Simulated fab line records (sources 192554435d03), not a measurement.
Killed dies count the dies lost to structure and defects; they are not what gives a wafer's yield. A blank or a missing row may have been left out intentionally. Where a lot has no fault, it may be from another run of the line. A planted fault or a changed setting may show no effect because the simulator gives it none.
Matching of chambers + flow n5_finfet + rie_diel-06 running N5_BEOL_M10_STRIP_19: 4 sister chambers
The step strips in O2. 16 wafers are shown with their chamber, then 8 later ones without.

## WAFERS WITH THEIR CHAMBER
| wafer  | chamber | throttle_valve_pct (%) | showerhead_plenum_p_Torr (Torr) | oes_product_au (a.u.) |
|--------|---------|------------------------|---------------------------------|-----------------------|
| L077.3 | 0       | 16.8                   | 2.14                            | 0.72                  |
| L077.4 | 0       | 16.8                   | 2.14                            | 0.71                  |
| L077.5 | 2       | 16.9                   | 2.17                            | 0.67                  |
| L075.1 | 1       | 16.9                   | 2.18                            | 0.66                  |
| L075.4 | 0       | 16.8                   | 2.14                            | 0.71                  |
| L075.5 | 2       | 16.9                   | 2.17                            | 0.65                  |
| L083.1 | 3       | 16.2                   | 2.13                            | 0.96                  |
| L083.2 | 1       | 16.9                   | 2.17                            | 0.66                  |
| L083.6 | 3       | 16.2                   | 2.13                            | 0.94                  |
| L086.2 | 1       | 16.9                   | 2.17                            | 0.66                  |
| L086.3 | 3       | 16.2                   | 2.13                            | 0.91                  |
| L086.4 | 2       | 16.5                   | 2.16                            | 0.95                  |
| L091.3 | 3       | 16.2                   | 2.12                            | 0.90                  |
| L091.4 | 0       | 16.8                   | 2.13                            | 0.70                  |
| L091.5 | 3       | 16.2                   | 2.12                            | 0.89                  |
| L093.1 | 2       | 16.5                   | 2.16                            | 0.90                  |

SIGNATURES (averages over the wafers above)
| reading                  | chamber 0 | chamber 1 | chamber 2 | chamber 3 | scatter within a chamber |
|--------------------------|-----------|-----------|-----------|-----------|--------------------------|
| throttle_valve_pct       | 16.800    | 16.900    | 16.700    | 16.200    | 0.115                    |
| showerhead_plenum_p_Torr | 2.1375    | 2.1733    | 2.1650    | 2.1260    | 0.00549                  |
| oes_product_au           | 0.7100    | 0.6600    | 0.7925    | 0.9200    | 0.0792                   |
Rule: a wafer's distance from a chamber is the root of the sum, over the readings, of the square of ((its reading less the chamber's mean) divided by the reading's scatter). The wafer belongs to the nearest chamber; if the next one is less than 2 further off, it can't be placed. The scatter: the root of (the sum of the squares of (reading less its chamber's mean) over the shown wafers, divided by (wafers less chambers)).

## WAFERS WITHOUT THEIR CHAMBER
| wafer  | throttle_valve_pct (%) | showerhead_plenum_p_Torr (Torr) | oes_product_au (a.u.) |
|--------|------------------------|---------------------------------|-----------------------|
| L093.2 | 16.3                   | 2.12                            | 0.88                  |
| L093.3 | 16.5                   | 2.17                            | 0.94                  |
| L093.4 | 16.5                   | 2.17                            | 0.93                  |
| L093.5 | 16.5                   | 2.16                            | 0.89                  |
| L093.6 | 16.3                   | 2.12                            | 0.89                  |
| L095.1 | 16.6                   | 2.15                            | 0.87                  |
| L095.2 | 16.6                   | 2.16                            | 0.90                  |
| L095.3 | 16.3                   | 2.12                            | 0.87                  |

## WHICH CHAMBER EACH ONE RAN IN
| wafer  | from the rows above     | in truth                   |
|--------|-------------------------|----------------------------|
| L093.2 | 3                       | 3                          |
| L093.3 | 2                       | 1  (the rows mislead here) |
| L093.4 | 2                       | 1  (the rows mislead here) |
| L093.5 | 2                       | 2                          |
| L093.6 | 3                       | 3                          |
| L095.1 | can't be placed: 2 or 0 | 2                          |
| L095.2 | 2                       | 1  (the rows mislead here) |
| L095.3 | 3                       | 3                          |
4 of 8 placed correctly. Cannot be placed on the basis of these rows: 1; the candidates contain the true chamber in 1. Placed wrongly: 3.
